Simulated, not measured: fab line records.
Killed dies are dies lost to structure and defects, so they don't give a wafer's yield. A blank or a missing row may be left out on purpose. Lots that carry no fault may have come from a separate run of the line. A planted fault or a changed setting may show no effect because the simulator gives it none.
Matching of chambers / flow nand-harc / NHARC_A_STAIRCASE_DEP_301 on pecvd-03 has 3 sister chambers
The step deposits SiON, target thk 30 nm. 6 wafers are shown with their chamber, then 7 later ones without.

WAFERS PAIRED WITH THEIR CHAMBERS
wafer=L086.6; chamber=1; showerhead-vpp-V (V)=1248; heater-power-w (W)=929
wafer=L088.2; chamber=1; showerhead-vpp-V (V)=1283; heater-power-w (W)=807
wafer=L088.3; chamber=0; showerhead-vpp-V (V)=1041; heater-power-w (W)=756
wafer=L088.5; chamber=2; showerhead-vpp-V (V)=1076; heater-power-w (W)=718
wafer=L089.2; chamber=0; showerhead-vpp-V (V)=1054; heater-power-w (W)=801
wafer=L089.3; chamber=2; showerhead-vpp-V (V)=1098; heater-power-w (W)=773

WAFERS WHOSE CHAMBER IS MISSING
wafer=L089.4; showerhead-vpp-V (V)=1260; heater-power-w (W)=930
wafer=L090.2; showerhead-vpp-V (V)=1115; heater-power-w (W)=643
wafer=L090.3; showerhead-vpp-V (V)=1030; heater-power-w (W)=728
wafer=L090.6; showerhead-vpp-V (V)=1057; heater-power-w (W)=720
wafer=L095.1; showerhead-vpp-V (V)=1049; heater-power-w (W)=684
wafer=L095.2; showerhead-vpp-V (V)=1085; heater-power-w (W)=785
wafer=L095.3; showerhead-vpp-V (V)=1292; heater-power-w (W)=870

EACH ONE'S CHAMBER
wafer=L089.4; from the rows above=1; in truth=1
wafer=L090.2; from the rows above=2; in truth=2
wafer=L090.3; from the rows above=can't be placed: 0 or 2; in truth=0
wafer=L090.6; from the rows above=can't be placed: 0 or 2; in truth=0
wafer=L095.1; from the rows above=can't be placed: 0 or 2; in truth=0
wafer=L095.2; from the rows above=can't be placed: 2 or 0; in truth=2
wafer=L095.3; from the rows above=1; in truth=1
3 of 7 placed correctly. Not placeable from these rows: 4 (in 4, the candidates include the true chamber). Placed wrongly: 0.
How it was worked out, from the rows above alone: a wafer's distance from a chamber is the root of the sum, over the readings, of the square of ((its reading less the chamber's mean) divided by the reading's scatter). If the next closest chamber is less than 2 further off than the closest, the wafer can't be placed; otherwise it belongs to the closest. Each chamber's mean is taken over the wafers shown for it. The scatter is the square root of a quotient: the sum, over the shown wafers, of each reading's squared deviation from its chamber's mean, divided by wafers minus chambers.
